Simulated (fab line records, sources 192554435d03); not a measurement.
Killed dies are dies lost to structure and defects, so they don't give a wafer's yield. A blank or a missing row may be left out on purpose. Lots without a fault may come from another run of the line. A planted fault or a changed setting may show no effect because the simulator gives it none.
fab line records | flow n5_finfet
record lots=9 wafers=27 last_day=16
route steps=1938 shown ZERO_LAYER@4 WELL_APT@46 PMOS_HMC_CHANNEL_EPI@57 BEOL_M4@1111 PASSIVATION@1936
lots that met no fault: from a run of the same line without faults
start_h: hours from the record's first day to the start of the lot's first wafer shown | wait_h: hours since the lot's step before | " the same as in the row above | L1.1+2: a row that stands for several wafers | - no value, or no start given | * or withheld: withheld | < > ~ a bound
route shown NAME@n: a module of which the file shows steps, and the number in the route of the first | usual: mean/standard deviation of fault-free wafers | same: alike in all rows | chamber/n: place in a boat | sites: the reading at each site | _std_site: their standard deviation | _edge_site: outer sites' mean less inner sites' | radius_mm: how far each site lies from the wafer's centre | mask NAME#n: copy n | behind: the tool/chamber that last shaped the wafer | hold: why the lot was held/for how many hours/how that ended | device: the transistor (n, p or np) that didn't switch | end of line: the same wafers' tests at the end of the route | a step without rows: its recipe alone | killed: dies lost to structure and defects at the first sort, not the wafer's yield | map: a wafer's dies, x killed, . not, _ none there
set.NAME: the setting as run; set.NAME@STEP: as run at that earlier step | model.NAME: the simulator's own value behind a step, which no gauge read
steps of the route over a sample of lots; a table a step, a row a wafer
services: from which hour (start_h, from the record's first day; less than 0 if before it) a tool's chamber was out of use, for how many hours, and why
## steps
# step N5_ZERO_LAYER_PECVD_02
# recipe material=SiO2 target_thk_a=100 temp_c=400 precursor=SiH4/N2O pressure_torr=0.75 rf_w=275 time_s=6
# usual heater_power_outer_w=433/61 heater_power_w=728/90 showerhead_plenum_p_Torr=8.14/0.22
# columns lot.wafer tool chamber start_h wait_h heater_power_outer_w heater_power_w showerhead_plenum_p_Torr
L365.2 pecvd-01 2 30.30 0.0 478 771 7.88
L365.3 " 1 " " 517 862 8.27
L365.6 " 2 " " 468 750 7.87
L366.1 pecvd-01 1 36.28 0.0 505 863 8.27
L366.5 " 2 " " 517 821 7.87
L366.6 " 1 " " 498 850 8.25
L367.1 pecvd-03 0 42.28 0.0 371 627 8.34
L367.4 " 2 " " 367 632 8.01
L367.5 " 1 " " 502 801 7.84
L370.3 pecvd-01 1 60.28 0.0 477 795 8.29
L370.5 " 0 " " 406 776 8.48
L370.6 " 1 " " 461 809 8.27
L374.2 pecvd-03 1 84.28 0.0 474 753 7.85
L374.3 " 0 " " 320 567 8.33
L374.6 " 1 " " 478 750 7.85
L375.1 pecvd-01 2 90.45 0.0 508 817 7.89
L375.5 " 2 " " 472 796 7.90
L375.6 " 0 " " 415 794 8.47
L376.4 pecvd-04 0 96.31 0.1 376 670 8.04
L376.5 " 2 " " 404 654 8.19
L376.6 " 1 " " 436 725 8.23
L377.1 pecvd-03 2 102.28 0.0 434 722 8.00
L377.3 " 0 " " 323 566 8.36
L377.5 " 0 " " 321 557 8.32
L378.4 pecvd-01 1 108.32 0.1 529 860 8.27
L378.5 " 2 " " 517 812 7.89
L378.6 " 0 " " 390 756 8.46
# step N5_WELL_APT_DESCUM_30
# recipe chemistry=O2 time_s=7.9 source_power_w=50 bias_power_w=20 pressure_mtorr=20 rf_frequency_hz=2.712e+07 temp_c=40 o2_flow_sccm=225
# usual drypump_motor_current_A=5.6/0.38 oes_product_au=0.79/0.083 rf_vpp_V=242.9/1.1 showerhead_plenum_p_Torr=2.07/0.063 throttle_valve_pct=20.44/0.16
# columns lot.wafer tool chamber start_h wait_h drypump_motor_current_A oes_product_au rf_hours_counter_h rf_vpp_V showerhead_plenum_p_Torr throttle_valve_pct
L365.2 rie_diel-04 2 33.17 0.1 6.0 0.74 157 241.8 2.08 20.32
L365.3 " 1 " " 5.1 0.81 100 242.5 2.00 20.55
L365.6 " 3 " " 5.5 0.83 - 242.9 2.05 20.46
L366.1 rie_diel-06 1 40.15 0.4 6.2 0.66 242 243.3 2.03 20.86
L366.5 " 2 " " 5.5 0.79 - 242.7 2.10 20.66
L366.6 " 1 " " 6.2 0.66 - 241.3 2.03 20.86
L367.1 rie_diel-06 3 45.20 0.1 5.5 0.95 10 243.7 2.05 20.20
L367.4 " 0 " " 5.7 0.69 207 242.5 2.06 20.34
L367.5 " 3 " " 5.5 0.94 - 241.8 2.05 20.21
L370.3 rie_diel-04 0 63.08 0.3 6.1 0.76 173 243.4 2.19 20.53
L370.5 " 2 " " 6.0 0.73 - 242.7 2.08 20.32
L370.6 " 3 " " 5.5 0.82 - 243.8 2.05 20.49
L374.2 rie_diel-04 2 87.66 0.0 6.0 0.73 177 243.9 2.07 20.35
L374.3 " 1 " " 5.1 0.80 120 242.1 2.00 20.58
L374.6 " 2 " " 6.0 0.73 - 242.9 2.07 20.36
L375.1 rie_diel-02 1 93.01 0.1 5.7 0.74 171 240.5 1.99 20.15
L375.5 " 2 " " 4.8 0.77 - 243.0 2.19 20.40
L375.6 " 1 " " 5.6 0.74 - 242.5 1.99 20.16
L376.4 rie_diel-02 2 99.17 0.0 4.8 0.77 152 244.6 2.19 20.41
L376.5 " 3 " " 5.2 0.89 - 243.2 2.04 20.42
L376.6 " 0 " " 5.9 0.74 - 243.8 2.18 20.33
L377.1 rie_diel-06 2 105.02 0.0 5.5 0.76 160 243.7 2.09 20.68
L377.3 " 1 " " 6.2 0.98 9 243.3 2.03 20.39
L377.5 " 3 " " 5.5 0.90 - 241.7 2.04 20.26
L378.4 rie_diel-04 1 111.18 0.0 5.1 0.79 128 241.5 2.00 20.59
L378.5 " 3 " " 5.5 0.80 - 243.0 2.04 20.51
L378.6 " 0 " " 6.1 0.74 - 243.1 2.19 20.55
# step N5_WELL_APT_IMPLANT_31
# recipe species=B energy_kev=60 dose_cm2=1.5e+13 tilt_deg=0 rotation_deg=0
# usual dose_ions_cm2=1.4997e+13/1.7e+10 end_station_pressure_torr=5.16e-06/2.7e-07 faraday_current_uA=190/3.7
# columns lot.wafer tool chamber start_h wait_h dose_ions_cm2 end_station_pressure_torr faraday_current_uA
L365.2 implanter-01 0 33.30 0.1 1.5004e+13 5.18e-06 188
L365.3 " 0 " " 1.5005e+13 5.34e-06 193
L365.6 " 0 " " 1.5002e+13 5.25e-06 194
L366.1 implanter-02 0 40.25 0.1 1.4996e+13 5.4e-06 189
L366.5 " 0 " " 1.5002e+13 4.75e-06 189
L366.6 " 0 " " 1.499e+13 5.3e-06 194
L367.1 implanter-02 0 45.30 0.1 1.499e+13 4.53e-06 187
L367.4 " 0 " " 1.501e+13 5.43e-06 187
L367.5 " 0 " " 1.5016e+13 5.18e-06 185
L370.3 implanter-02 0 63.23 0.1 1.4964e+13 5.39e-06 183
L370.5 " 0 " " 1.5003e+13 5.11e-06 189
L370.6 " 0 " " 1.5003e+13 5.23e-06 190
L374.2 implanter-01 0 87.79 0.1 1.5002e+13 5.11e-06 190
L374.3 " 0 " " 1.503e+13 4.58e-06 193
L374.6 " 0 " " 1.5002e+13 4.8e-06 181
L375.1 implanter-02 0 93.11 0.1 1.3764e+13 5.17e-06 175
L375.5 " 0 " " 1.3786e+13 5.27e-06 183
L375.6 " 0 " " 1.3777e+13 4.97e-06 168
L376.4 implanter-01 0 99.35 0.2 1.5006e+13 5.5e-06 187
L376.5 " 0 " " 1.5e+13 5.09e-06 194
L376.6 " 0 " " 1.5017e+13 5.34e-06 181
L377.1 implanter-02 0 105.12 0.1 1.3768e+13 5.55e-06 179
L377.3 " 0 " " 1.3763e+13 5.28e-06 172
L377.5 " 0 " " 1.3776e+13 5.02e-06 176
L378.4 implanter-01 0 111.38 0.2 1.5021e+13 5.31e-06 191
L378.5 " 0 " " 1.4975e+13 5.3e-06 195
L378.6 " 0 " " 1.4992e+13 5.1e-06 191
# step N5_PMOS_HMC_CHANNEL_EPI_HM_DEP_34
# recipe material=SiO2 target_thk_a=360 temp_c=400 precursor=TEOS/O2 pressure_torr=6.5 rf_w=900 teos_flow_sccm=161.4 gas=O2 flow_sccm=2650 time_s=6.9
# usual heater_power_outer_w=274/51 heater_power_w=522/85 showerhead_plenum_p_Torr=8.36/0.049 throttle_valve_pct=18.9/1.5
# columns lot.wafer tool chamber start_h wait_h heater_power_outer_w heater_power_w showerhead_plenum_p_Torr throttle_valve_pct
L365.2 pecvd-02 1 34.91 0.0 243 415 8.40 21.3
L365.3 " 0 " " 202 418 8.35 17.2
L365.6 " 1 " " 252 438 8.41 21.0
L366.1 pecvd-01 0 41.84 0.0 239 561 8.42 17.6
L366.5 " 0 " " 242 569 8.42 18.0
L366.6 " 1 " " 348 648 8.37 20.2
L367.1 pecvd-04 0 47.08 0.1 259 507 8.34 17.4
L367.4 " 0 " " 260 521 8.32 17.5
L367.5 " 0 " " 268 527 8.33 17.3
L370.3 pecvd-01 0 64.75 0.0 270 594 8.43 17.8
L370.5 " 0 " " 272 612 8.44 18.1
L370.6 " 1 " " 395 691 8.37 20.3
L374.2 pecvd-04 0 89.38 0.0 282 554 8.31 17.6
L374.3 " 2 " " 254 455 8.36 18.3
L374.6 " 1 " " 264 496 8.39 18.2
L375.1 pecvd-02 2 94.73 0.0 253 506 8.27 17.3
L375.5 " 2 " " 250 507 8.30 17.1
L375.6 " 1 " " 215 396 8.40 21.3
L376.4 pecvd-04 1 100.88 0.0 281 547 8.37 18.6
L376.5 " 2 " " 249 447 8.37 18.6
L376.6 " 0 " " 232 477 8.32 17.5
L377.1 pecvd-04 2 106.70 0.0 256 449 8.37 18.3
L377.3 " 0 " " 288 540 8.30 17.4
L377.5 " 0 " " 287 555 8.30 17.4
L378.4 pecvd-02 1 112.94 0.0 245 424 8.42 21.2
L378.5 " 0 " " 218 446 8.36 17.5
L378.6 " 2 " " 316 581 8.29 17.2
# step N5_BEOL_M4_RC_MEAS_101
# usual DIBL_N=37.3/2.3 DIBL_P=37.4/2.9 IOFF_N=0.18/0.045 IOFF_P=0.25/0.054 ION_N=679/15 ION_P=468/9.7 RS_PWELL=3014/20 SS_N=71.8/0.62 SS_P=73.6/0.76 VT_N=248/4.1 VT_P=-248/3.6
# columns lot.wafer tool chamber start_h wait_h DIBL_N[mV/V] DIBL_P[mV/V] IOFF_N[nA/um] IOFF_P[nA/um] ION_N[uA/um] ION_P[uA/um] RS_PWELL[ohm/sq] SS_N[mV/dec] SS_P[mV/dec] VT_N[mV] VT_P[mV]
L365.2 prober-01 0 189.22 0.2 37.0 38.6 0.17 0.24 697 480 3018 71.6 72.8 247 -249
L365.3 " 0 " " 32.8 32.4 0.09 0.14 651 450 2979 71.4 71.4 259 -254
L365.6 " 0 " " 34.7 35.2 0.12 0.18 666 459 2998 71.6 72.1 253 -249
L366.1 prober-01 0 190.00 0.5 36.8 36.0 0.17 0.23 683 464 3049 71.3 73.0 251 -249
L366.5 " 0 " " 38.7 38.6 0.21 0.28 687 473 3016 72.1 74.0 247 -245
L366.6 " 0 " " 37.2 37.3 0.18 0.26 692 480 3025 71.9 74.4 248 -245
L367.1 prober-02 0 195.36 0.0 39.0 39.4 0.20 0.25 681 464 3041 71.6 74.0 247 -249
L367.4 " 0 " " 40.6 43.2 0.26 0.31 693 473 3012 72.8 74.9 243 -248
L367.5 " 0 " " 37.3 38.2 0.17 0.22 698 469 2992 72.0 73.0 248 -251
L370.3 prober-02 0 216.15 0.3 40.4 39.5 0.25 0.31 708 483 3027 72.6 74.4 242 -243
L370.5 " 0 " " 38.3 36.6 0.18 0.26 667 464 3025 71.1 73.6 246 -245
L370.6 " 0 " " 38.9 38.0 0.20 0.27 701 481 3027 72.2 73.5 245 -245
L376.4 prober-01 0 242.36 0.5 38.6 39.5 0.19 0.26 668 457 3042 72.1 74.2 248 -251
L376.5 " 0 " " 37.7 38.2 0.17 0.25 683 469 3047 72.4 73.5 248 -251
L376.6 " 0 " " 35.2 35.6 0.12 0.21 647 448 3026 72.0 74.0 253 -252
L374.2 prober-02 0 242.59 0.2 39.9 41.3 0.23 0.32 704 487 3011 72.3 74.4 243 -244
L374.3 " 0 " " 41.4 42.9 0.26 0.39 688 475 3030 72.9 74.6 241 -241
L374.6 " 0 " " 40.8 42.1 0.24 0.35 692 484 3007 71.7 74.7 241 -241
L375.1 prober-02 0 260.49 0.0 39.9 41.6 0.25 0.33 703 481 3155 71.6 73.8 245 -243
L375.5 " 0 " " 33.8 33.4 0.12 0.18 675 470 3138 71.2 72.9 252 -251
L375.6 " 0 " " 36.5 36.2 0.15 0.22 658 465 3163 71.5 73.8 253 -247
L377.1 prober-01 0 262.31 0.0 41.3 41.0 0.29 0.34 697 476 3179 71.5 74.8 239 -244
L377.3 " 0 " " 36.2 35.4 0.17 0.23 689 479 3176 71.1 73.6 246 -246
L377.5 " 0 " " 35.9 33.3 0.14 0.19 667 455 3168 71.7 72.6 251 -250
L378.4 prober-02 0 269.11 0.5 33.5 34.4 0.14 0.20 669 463 3028 70.6 73.1 251 -249
L378.5 " 0 " " 32.0 33.1 0.13 0.19 679 468 3010 70.6 72.6 249 -250
L378.6 " 0 " " 35.5 35.0 0.16 0.21 652 450 3004 71.8 73.5 251 -253
# step N5_PASSIVATION_PROBE_49
# usual defect_limited_yield=91.3/1.5 killed_at_M0_to_M3=35/8.7 killed_at_M4_up=14/5.5 killed_at_contacts=11/5.6 killed_at_front_end=39/13 killed_at_other=3.7/2.2 killed_dies=103/18 killed_open=69/14 killed_short=33/7.8 sort_bin_4_leakage=0.02/0.15 sort_bin_5_function=5.1/0.99 sort_bin_6_memory=3.3/0.67 sort_bin_8_speed=0.02/0.17 sort_n_pass=1077/18 sort_yield_pct=91.2/1.5
# same gross_dies=1180 killed_at_back_side=0
# columns lot.wafer tool chamber start_h wait_h defect_limited_yield[%] killed_at_M0_to_M3 killed_at_M4_up killed_at_contacts killed_at_front_end killed_at_other killed_dies killed_open killed_short sort_bin_4_leakage[%] sort_bin_5_function[%] sort_bin_6_memory[%] sort_bin_8_speed[%] sort_n_pass sort_yield_pct[%]
L370.6 prober-01 - 313.11 0.3 92.5 27 11 21 29 0 88 63 25 0 4.3 3.0 0 1092 92.5
L376.4 prober-02 - 350.93 0.2 91.0 39 11 5 49 2 106 67 39 0 5.7 3.1 0 1074 91.0
L376.5 prober-02 - 350.98 0.2 91.9 33 5 13 42 2 95 67 27 0 5.2 2.4 0 1085 91.9
L376.6 prober-02 - 351.03 0.3 89.7 44 6 13 57 2 122 86 35 0 6.4 3.6 0 1058 89.7
# killed by level:class
L370.6 MOL_CONTACT_COAG:geometric_particle:open=18 BEOL_M1:geometric_particle:open=11 FIN_SAQP:geometric_particle:short=5 DUMMY_GATE:geometric_particle:open=5 BEOL_M2:geometric_particle:open=5 STI_FIN_REVEAL:geometric_particle:open=4 GATE_CUT:geometric_particle:short=4 BEOL_M1:geometric_particle:short=4
L376.4 FIN_SAQP:geometric_particle:short=12 STI_FIN_REVEAL:geometric_particle:open=12 BEOL_M3:geometric_particle:open=9 FIN_SAQP:geometric_particle:open=8 BEOL_M0_SAQP:geometric_particle:short=8 BEOL_M0_SAQP:geometric_particle:open=8 BEOL_M2:geometric_particle:open=6 STI_FIN_REVEAL:geometric_particle:short=4
L376.5 FIN_SAQP:geometric_particle:open=10 STI_FIN_REVEAL:geometric_particle:open=10 MOL_CONTACT_COAG:geometric_particle:open=10 BEOL_M0_SAQP:geometric_particle:short=9 BEOL_M0_SAQP:geometric_particle:open=6 STI_FIN_REVEAL:geometric_particle:short=5 BEOL_M1:geometric_particle:open=5 BEOL_M2:geometric_particle:open=4
L376.6 STI_FIN_REVEAL:geometric_particle:open=21 BEOL_M2:geometric_particle:open=16 MOL_CONTACT_COAG:geometric_particle:open=12 BEOL_M0_SAQP:geometric_particle:short=11 DUMMY_GATE:geometric_particle:open=7 ILD0:geometric_particle:open=6 BEOL_M0_SAQP:geometric_particle:open=6 FIN_SAQP:geometric_particle:open=5
## services
# columns tool chamber start_h hours kind
rie_diel-06 2 12.79 1.6 repair
rie_diel-02 - 18.38 22.0 repair
pecvd-02 2 21.12 - clean
pecvd-02 2 21.12 - consumable_replace:showerhead
pecvd-02 2 21.12 29.0 scheduled_down
pecvd-02 2 21.12 29.0 vent_cycle
pecvd-02 - 27.67 5.5 pm
rie_diel-04 0 29.17 9.4 repair
implanter-01 - 38.35 4.7 repair
pecvd-04 1 41.33 19.6 repair
pecvd-04 2 41.59 5.6 repair
implanter-02 - 51.37 2.4 repair
rie_diel-06 0 57.42 4.3 repair
pecvd-02 2 58.41 3.5 repair
rie_diel-02 2 60.12 4.3 repair
rie_diel-06 1 61.97 - clean
implanter-01 - 64.18 2.8 repair
implanter-02 - 65.46 1.8 repair
rie_diel-04 3 69.58 3.5 repair
rie_diel-02 1 71.49 3.0 repair
implanter-02 - 85.21 2.7 repair
pecvd-04 0 85.64 2.1 scheduled_down
pecvd-02 - 88.15 6.0 pm
pecvd-01 - 91.04 14.6 pm
## key
first_sign step=N5_WELL_APT_IMPLANT_31 reading=dose_ions_cm2 direction=down sigmas=74 usual=1.4997e+13 struck=1.3772e+13
effect step=N5_WELL_APT_IMPLANT_31 reading=faraday_current_uA direction=down sigmas=4 usual=190 struck=175
effect step=N5_BEOL_M4_RC_MEAS_101 reading=RS_PWELL direction=up sigmas=7.3 usual=3014 struck=3163
met_at N5_WELL_APT_IMPLANT_31
struck_lots L375,L377
not_acting_at N5_ZERO_LAYER_PECVD_02,N5_WELL_APT_DESCUM_30,N5_PMOS_HMC_CHANNEL_EPI_HM_DEP_34
onset_between 63.23 93.11
fault kind=process_parameter_drift tool=implanter-02 chamber=- onset_h=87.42 steps=N5_WELL_APT_IMPLANT_31 channel=dose_cm2 offset=-1.2247e+12 shape=step end_h=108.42 acts_in=these_recipes_only stated=1.5e+13
